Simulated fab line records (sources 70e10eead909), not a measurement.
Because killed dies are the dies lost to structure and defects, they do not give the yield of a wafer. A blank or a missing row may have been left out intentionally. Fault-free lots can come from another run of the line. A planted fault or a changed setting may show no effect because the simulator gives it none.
2 desks, one fault + flow nand_harc + each desk has only its own numbers; what lay behind them comes last

== FOR THE TOOL OWNER'S DESK: pecvd-04 ==
The tool's own readings at NHARC_A_CONTACT_DEP_29 (deposits SiON, target thk 100 nm): means of the sampled wafers that have a number, for each lot that ran on this tool. Any lot whose mean is over 4 standard deviations away from the usual mean is out of limits and marked OUT; that distance is given in the brackets.
Columns: A = chamber_pressure_Torr at NHARC_A_CONTACT_DEP_29, usual 3.501 Torr; B = heater_power_outer_w at NHARC_A_CONTACT_DEP_29, usual 461 W; C = heater_power_w at NHARC_A_CONTACT_DEP_29, usual 764 W; D = rf_fwd_power_W at NHARC_A_CONTACT_DEP_29, usual 348.1 W
| lot  | first seen here | A     | B   | C   | D     |
|------|-----------------|-------|-----|-----|-------|
| L340 | day 25 14:31    | 3.493 | 489 | 851 | 347.5 |
| L351 | day 29 03:30    | 3.507 | 469 | 789 | 348.2 |
| L352 | day 29 11:31    | 3.498 | 463 | 787 | 348.6 |
| L354 | day 30 03:11    | 3.489 | 464 | 799 | 348.4 |
This desk found nothing out of limits on any of the 4 lots.

== METROLOGY DESK ==
Means of the sampled wafers that have a number, per lot and without regard to the tool the lot ran on: this is what the gauges read. Any lot whose mean is over 4 standard deviations away from the usual mean is out of limits and marked OUT; that distance is given in the brackets.
Columns: A = cd_nm at NHARC_A_SLIT_CD_MEAS_21, usual 289.8 nm
| lot  | first seen here | A     |
|------|-----------------|-------|
| L335 | day 20 10:28    | 290.5 |
| L334 | day 20 12:08    | 287.4 |
| L337 | day 21 08:47    | 288.7 |
| L338 | day 22 07:56    | 290.9 |
| L339 | day 22 08:36    | 289.3 |
| L342 | day 23 17:28    | 289.9 |
| L340 | day 24 06:57    | 289.5 |
| L341 | day 24 10:42    | 289.7 |
| L349 | day 27 01:08    | 290.3 |
| L351 | day 27 15:56    | 290.3 |
| L350 | day 27 16:10    | 290.1 |
| L352 | day 27 23:58    | 289.8 |
| L354 | day 28 22:53    | 289.9 |
| L356 | day 29 15:25    | 289.9 |
This desk found nothing out of limits on any of the 14 lots.

== PUT TOGETHER ==
Nothing out of limits was seen by the tool owner's desk.
From the metrology desk's view, nothing was out of limits.

== WHAT THE SIMULATOR PUT IN ==
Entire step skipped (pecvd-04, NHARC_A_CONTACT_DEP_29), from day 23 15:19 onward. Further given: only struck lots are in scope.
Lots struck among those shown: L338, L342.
